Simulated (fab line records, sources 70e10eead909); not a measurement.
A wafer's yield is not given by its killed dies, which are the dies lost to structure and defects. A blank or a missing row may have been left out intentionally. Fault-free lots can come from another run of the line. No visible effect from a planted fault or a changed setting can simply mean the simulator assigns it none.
Problem report in the 8D (eight disciplines) form, filled by code	flow nandHarc	the parts of the form that need people (team, actions taken, sign-off) are left out

== 1. THE ISSUE ==
NHARC_THIN_TSV_ETCH_59, oesProductAu: mean 0.948 a.u. over 1 wafer from 1 lot; wafers with no fault: 1.007 a.u., standard deviation 0.0099. That is -6.0 standard deviations from the usual mean.
The step: etches the open film in Cl2/BCl3, target depth 880 nm, time 138.1 s.
The first sign was on wafer L146.6 at day 21 16:33, on rieMetal-01. At this step, 39 wafers from 13 lots have a number in the record. Rule for "out" (also "out of limits"): further than 4 standard deviations from the usual mean. All remaining wafers that have a number are taken as sound.

== 2. WHAT IT IS; WHAT IT IS NOT ==
question	is	is not
which readings at this step	oesProductAu	drypumpMotorCurrentA, throttleValvePct
which lots	L146	L133, L135, L136, L137, L138, L139, L140, L141, L150, L151, L152, L155
which wafers of those lots	L146.6	L146.1, L146.4
read on which tools	rieMetal-01	rieMetal-02, rieMetal-03
when	from day 21 16:33	up to then (26 sound wafers); but 12 sound wafers of L150, L151, L152, L155 came after

== 3. SUSPECTS, AND WHAT RULES EACH OUT ==
Counting: a tool at a process step up to the reading stays a suspect if it ran every lot that is out. Sound lots after the first of them don't rule it out here, since some wafers of a struck lot are sound.
- pecvd-02 at NHARC_A_BONDPAD_DEP_00 (deposits SiCN, target thk 250 nm): kept. It ran the lot that is out, L146 (day 20 16:29); its last sound lot up to then is L141 (day 20 03:52). Because NHARC_A_BONDPAD_DEP_00 lacks a start for some lots, the hours and order of its lots are taken from NHARC_A_BONDPAD_CMP_29.
- cmp-01 at NHARC_A_BONDPAD_CMP_29 (polishes SiCN, target thk 200 nm): kept. It ran the lot that is out, L146 (day 20 16:29); its last sound lot up to then is L139 (day 20 05:57).
- pvdSputter-03 at NHARC_THIN_TSV_DEGAS_49 (time 120 s): kept. It ran the lot that is out, L146 (day 21 13:13); its last sound lot up to then is L141 (day 21 02:35).
- rieMetal-01 at NHARC_THIN_TSV_ETCH_59 (etches the open film in Cl2/BCl3, target depth 880 nm, time 138.1 s): kept. It ran the lot that is out, L146 (day 21 16:33); its last sound lot up to then is L141 (day 21 06:05). Its own oesProductAu readings are out on those wafers.
- In pecvd-02 at NHARC_A_BONDPAD_DEP_00, the wafers that are out were processed in chamber 0 and their sound lot-mates in chambers 1, 2.
- In cmp-01 at NHARC_A_BONDPAD_CMP_29, the wafers that are out were processed in chamber 0 and their sound lot-mates in chambers 1, 2.
Left after counting: pecvd-02 at NHARC_A_BONDPAD_DEP_00, cmp-01 at NHARC_A_BONDPAD_CMP_29, pvdSputter-03 at NHARC_THIN_TSV_DEGAS_49, rieMetal-01 at NHARC_THIN_TSV_ETCH_59.

== 4. THE CAUSE (what the simulator had put in) ==
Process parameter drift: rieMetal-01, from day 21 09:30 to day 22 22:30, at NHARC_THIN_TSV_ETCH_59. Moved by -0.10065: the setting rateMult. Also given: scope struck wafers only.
After counting, 4 suspects remain, this tool included.

== 5. THE EFFECT CHAIN, in route order ==
One row per reading whose mean, taken over the struck wafers that have a number, lies over 3 standard deviations from the usual. Readings are gone through only where the record gives a usual standard deviation; hours: the median, over the lots, of the time from a lot's start at the first step in this table giving one to that lot's start at this step; sigmas: the change measured in usual standard deviations.
hours	step	reading	usual	on struck wafers	change	sigmas
0	NHARC_THIN_TSV_ETCH_59	oesProductAu	1.007 a.u.	0.948	-0.059	-6.0
It contains these process steps:
- NHARC_THIN_TSV_ETCH_59: etches the open film in Cl2/BCl3, target depth 880 nm, time 138.1 s.

== 6. HOW IT WOULD HAVE BEEN CAUGHT EARLIER ==
The fault began at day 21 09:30; the first out-of-limits reading in this record came at day 21 16:33, 7 hours later.
